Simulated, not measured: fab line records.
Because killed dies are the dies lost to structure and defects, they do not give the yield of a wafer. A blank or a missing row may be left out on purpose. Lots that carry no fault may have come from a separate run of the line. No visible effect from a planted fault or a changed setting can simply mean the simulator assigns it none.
Split-lot trial | flow n5Finfet | 39 wafers read across 7 lots, on a route 1938 steps long

== SPLIT DETAILS ==
At N5_DUMMY_GATE_ETCH_31 (etches SiO2 in C4F6/O2, target depth 82.5 nm, time 27.5 s), the setting targetDepthA was moved away from the recipe's 825 angstrom on 12 of the 39 wafers read, by -41.8% to +33.9%. All remaining wafers had this setting at the recipe value.

The split's own step is where the reading is taken.

== THE READING ==
SOC_of_DUMMY_GATE_COAT_34.thkNm (the simulator's own value, which no gauge read), in nm, at N5_DUMMY_GATE_ETCH_31 (etches SiO2 in C4F6/O2, target depth 82.5 nm, time 27.5 s). No usual value for it is given in the file. Across the 27 wafers here that went through the recipe, the average is 51.9 nm and the standard deviation 0.25 nm.

wafer  | tool, chamber at the split | targetDepthA as run, angstrom | against the recipe | SOC_of_DUMMY_GATE_COAT_34.thkNm, nm | against lot-mates on the recipe
L080.1 | rieDiel-05, 0              | 825                           | recipe             | 51.8                                | -
L080.2 | rieDiel-05, 2              | 825                           | recipe             | 51.8                                | -
L080.3 | rieDiel-05, 3              | 825                           | recipe             | 51.6                                | -
L080.4 | rieDiel-05, 2              | 825                           | recipe             | 51.8                                | -
L080.5 | rieDiel-05, 0              | 825                           | recipe             | 51.8                                | -
L080.6 | rieDiel-05, 3              | 825                           | recipe             | 51.8                                | -
L082.1 | rieDiel-05, 1              | 655.2                         | -20.6%             | 54                                  | +1.9
L082.2 | rieDiel-05, 0              | 655.2                         | -20.6%             | 53.6                                | +1.5
L082.3 | rieDiel-05, 2              | 655.2                         | -20.6%             | 53.6                                | +1.5
L082.4 | rieDiel-05, 3              | 825                           | recipe             | 51.8                                | -
L082.5 | rieDiel-05, 1              | 825                           | recipe             | 52.2                                | -
L082.6 | rieDiel-05, 2              | 825                           | recipe             | 52.2                                | -
L084.1 | rieDiel-05, 2              | 825                           | recipe             | 52.4                                | -
L084.2 | rieDiel-05, 3              | 531.6                         | -35.6%             | 55.2                                | +2.9
L084.3 | rieDiel-05, 0              | 825                           | recipe             | 52.2                                | -
L084.4 | rieDiel-05, 1              | 531.6                         | -35.6%             | 55.6                                | +3.3
L084.5 | rieDiel-05, 1              | 531.6                         | -35.6%             | 55.6                                | +3.3
L084.6 | rieDiel-05, 0              | 825                           | recipe             | 52.4                                | -
L086.1 | rieDiel-05, 2              | 825                           | recipe             | 52                                  | -
L086.5 | rieDiel-05, 2              | 825                           | recipe             | 51.8                                | -
L086.6 | rieDiel-05, 3              | 825                           | recipe             | 52                                  | -
L094.1 | rieDiel-02, 2              | 825                           | recipe             | 51.6                                | -
L094.2 | rieDiel-02, 0              | 825                           | recipe             | 51.8                                | -
L094.3 | rieDiel-02, 1              | 1105                          | +33.9%             | 48.8                                | -2.9
L094.4 | rieDiel-02, 3              | 1105                          | +33.9%             | 49                                  | -2.7
L094.5 | rieDiel-02, 0              | 825                           | recipe             | 51.6                                | -
L094.6 | rieDiel-02, 1              | 1105                          | +33.9%             | 48.8                                | -2.9
L095.1 | rieDiel-02, 3              | 825                           | recipe             | 51.6                                | -
L095.2 | rieDiel-02, 0              | 825                           | recipe             | 51.6                                | -
L095.3 | rieDiel-02, 2              | 825                           | recipe             | 51.6                                | -
L095.4 | rieDiel-02, 1              | 825                           | recipe             | 51.6                                | -
L095.5 | rieDiel-02, 1              | 825                           | recipe             | 51.6                                | -
L095.6 | rieDiel-02, 0              | 825                           | recipe             | 51.6                                | -
L096.1 | rieDiel-02, 2              | 480.4                         | -41.8%             | 55.4                                | +3.5
L096.2 | rieDiel-02, 1              | 825                           | recipe             | 52                                  | -
L096.3 | rieDiel-02, 3              | 480.4                         | -41.8%             | 55.4                                | +3.5
L096.4 | rieDiel-02, 0              | 825                           | recipe             | 52                                  | -
L096.5 | rieDiel-02, 1              | 825                           | recipe             | 51.8                                | -
L096.6 | rieDiel-02, 0              | 480.4                         | -41.8%             | 55.2                                | +3.3

FIT RESULTS
A straight line over all 39 wafers: SOC_of_DUMMY_GATE_COAT_34.thkNm changes by -0.09 nm for each +1% of targetDepthA; r = -0.99; the points scatter about the line by 0.27 nm.
The same after taking each lot's own level away (the mean of its wafers on the recipe; 39 wafers): -0.0834 nm for each +1%; r = -1.00; scatter 0.13 nm.
Per that fit: largest targetDepthA move, reading shift of 3.5 nm.
Across the lots, their own levels run from 51.60 to 52.33 nm, a range of 3.0 times the standard deviation given above.
The two slopes agree, so the slope changes little with the lot-to-lot level.
Check: with one of the wafers moved furthest among these (-41.8%) left out of the fit, the line predicts +3.49 nm for it against its lot-mates. Against them it came out at +3.47 nm.

== OTHER SPLITS ON THESE WAFERS ==
These wafers also went through other splits before the reading. Each is held against what the fit with the lots' levels taken away leaves over:
other split on the same wafers        | wafers away from the commonest value | r with SOC_of_DUMMY_GATE_COAT_34.thkNm (lot level and that fit taken away)
N5_ZERO_LAYER_DEVELOP_10 developTimeS | 12                                   | -0.05
N5_FIN_SAQP_SPACER2_ALD_28 targetThkA | 15                                   | +0.17

== THE WHOLE CHAIN: every reading that the file lists as answering this split, in the file's order ==
step                  | what it does                                                   | reading                                                                          | change (the file's fit)                                                              | r (the file's)
N5_DUMMY_GATE_ETCH_31 | etches SiO2 in C4F6/O2, target depth 82.5 nm, time 27.5 s      | etch.depthNm (the simulator's own value, which no gauge read)                    | +0.833 nm for each +1% of the setting                                                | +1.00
N5_DUMMY_GATE_ETCH_31 | etches SiO2 in C4F6/O2, target depth 82.5 nm, time 27.5 s      | SOC_of_DUMMY_GATE_COAT_34.thkNm (the simulator's own value, which no gauge read) | -0.0835 nm for each +1% of the setting                                               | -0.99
N5_DUMMY_GATE_ETCH_44 | etches poly-Si in HBr/O2, stops on SiO2, target depth 127.5 nm | oesProductAu                                                                     | not straight: 0.373 at the lowest setting, 0.731 at the recipe, 0.724 at the highest | not given

== THE FILE'S OWN FIT ==
SOC_of_DUMMY_GATE_COAT_34.thkNm changes by -0.0835 nm for each +1% of targetDepthA, r = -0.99.
